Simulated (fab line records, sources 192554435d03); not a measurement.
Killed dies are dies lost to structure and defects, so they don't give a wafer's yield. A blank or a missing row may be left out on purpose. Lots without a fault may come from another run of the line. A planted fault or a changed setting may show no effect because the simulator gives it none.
Split-lot experiment | flow n5_finfet | 7 lots, 21 wafers read, on a route of 1938 steps

THE SPLIT
At N5_MOL_CONTACT_COAG_EXPOSE_37 (exposes mask VD, defocus 0 nm), the setting dose_mj was moved away from the recipe's 62 on 3 of the 21 wafers read, by -6.8% to -6.4%. The other wafers ran this setting at the recipe's value.

FROM THE SPLIT TO THE READING: what the file shows between them, 9 steps
- N5_MOL_CONTACT_COAG_PEB_38: peb time 60 s
- N5_MOL_CONTACT_COAG_DEVELOP_39: develop time 30 s
- N5_MOL_CONTACT_COAG_DESCUM_45: chemistry O2, time 7 s
- N5_MOL_CONTACT_COAG_ETCH_65: etches underlayer in N2/H2, target depth 13 nm, time 10.4 s
- N5_MOL_CONTACT_COAG_ETCH_66: etches SiARC in CF4, target depth 13 nm, time 21.7 s
- N5_MOL_CONTACT_COAG_ALD_133: deposits SiO2, target thk 5 nm, pulse time 1 s, co reactant pulse time 1 s
- N5_MOL_CONTACT_COAG_ETCHBACK_134: etches SiO2 in CHF3, target depth 10 nm, time 6.7 s
- N5_MOL_CONTACT_COAG_PRECLEAN_138: cleans in alkaline clean, time 60 s
- N5_MOL_CONTACT_COAG_SRD_139: time 30 s

THE READING
cd_nm, in nm, at N5_MOL_CONTACT_COAG_CD_MEAS_101 (target cd 16 nm). Fault-free wafers of this fab line usually give 16.00 nm, standard deviation 0.29 nm.

wafer  | tool, chamber at the split | dose_mj as run | against the recipe | cd_nm, nm | against lot-mates on the recipe
L075.1 | euv_scanner-01, 0          | 62             | recipe             | 15.75     | -
L075.2 | euv_scanner-01, 0          | 62             | recipe             | 16.15     | -
L075.6 | euv_scanner-01, 0          | 62             | recipe             | 15.84     | -
L076.2 | euv_scanner-01, 0          | 62             | recipe             | 16.29     | -
L076.4 | euv_scanner-01, 0          | 62             | recipe             | 16.36     | -
L076.5 | euv_scanner-01, 0          | 62             | recipe             | 16.68     | -
L079.1 | euv_scanner-01, 0          | 62             | recipe             | 16.02     | -
L079.3 | euv_scanner-01, 0          | 62             | recipe             | 16.41     | -
L079.6 | euv_scanner-01, 0          | 62             | recipe             | 15.76     | -
L081.2 | euv_scanner-02, 0          | 58.04          | -6.4%              | 15.11     | -0.88
L081.3 | euv_scanner-02, 0          | 62             | recipe             | 15.99     | -
L081.5 | euv_scanner-02, 0          | 58.04          | -6.4%              | 14.76     | -1.23
L088.3 | euv_scanner-01, 0          | 62             | recipe             | 16.00     | -
L088.5 | euv_scanner-01, 0          | 62             | recipe             | 16.07     | -
L088.6 | euv_scanner-01, 0          | 62             | recipe             | 16.03     | -
L089.1 | euv_scanner-01, 0          | 62             | recipe             | 15.86     | -
L089.4 | euv_scanner-01, 0          | 62             | recipe             | 15.70     | -
L089.6 | euv_scanner-01, 0          | 62             | recipe             | 16.40     | -
L093.1 | euv_scanner-01, 0          | 57.78          | -6.8%              | 14.52     | -1.57
L093.3 | euv_scanner-01, 0          | 62             | recipe             | 16.20     | -
L093.4 | euv_scanner-01, 0          | 62             | recipe             | 15.98     | -

THE FIT
A straight line over all 21 wafers: cd_nm changes by +0.198 nm for each +1% of dose_mj; r = +0.87; the points scatter about the line by 0.27 nm.
The same after taking each lot's own level away (the mean of its wafers on the recipe; 21 wafers): +0.189 nm for each +1%; r = +0.90; scatter 0.21 nm.
On that fit, the largest move of dose_mj shifts the reading by 1.3 nm.
The lots' own levels span 15.913 to 16.443 nm, that is 1.8 times the standard deviation above.
So the lot-to-lot level changes the slope little: the two slopes agree.
Check: with one of the wafers moved furthest among these (-6.8%) left out of the fit, the line predicts -1.12 nm for it against its lot-mates. It came out at -1.57 nm against them.

OTHER SPLITS ON THESE WAFERS
These wafers also went through other splits before the reading. Each is held against what the fit with the lots' levels taken away leaves over:
other split on the same wafers       | wafers away from the commonest value | r with cd_nm (lot level and that fit taken away)
N5_DUMMY_GATE_ETCH_37 source_w       | 6                                    | -0.40
N5_SD_EPI_N_ETCH_35 time_s           | 3                                    | -0.28
N5_SD_EPI_N_ETCH_16 target_depth_a   | 7                                    | -0.18
N5_HKMG_FIN_COAT_43 spin_rpm         | 8                                    | -0.02
N5_HKMG_FIN_ETCH_35 time_s           | 3                                    | -0.31
N5_GATE_CUT_DESCUM_18 time_s         | 10                                   | +0.04
N5_GATE_CUT_ETCH_36 cf4_flow_sccm    | 5                                    | +0.13
N5_MOL_CONTACT_COAG_PECVD_31 temp_c  | 8                                    | +0.26
N5_MOL_CONTACT_COAG_COAT_63 spin_rpm | 8                                    | +0.12

THE FILE'S OWN FIT
cd_nm changes by +0.2 nm for each +1% of dose_mj, r = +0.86.
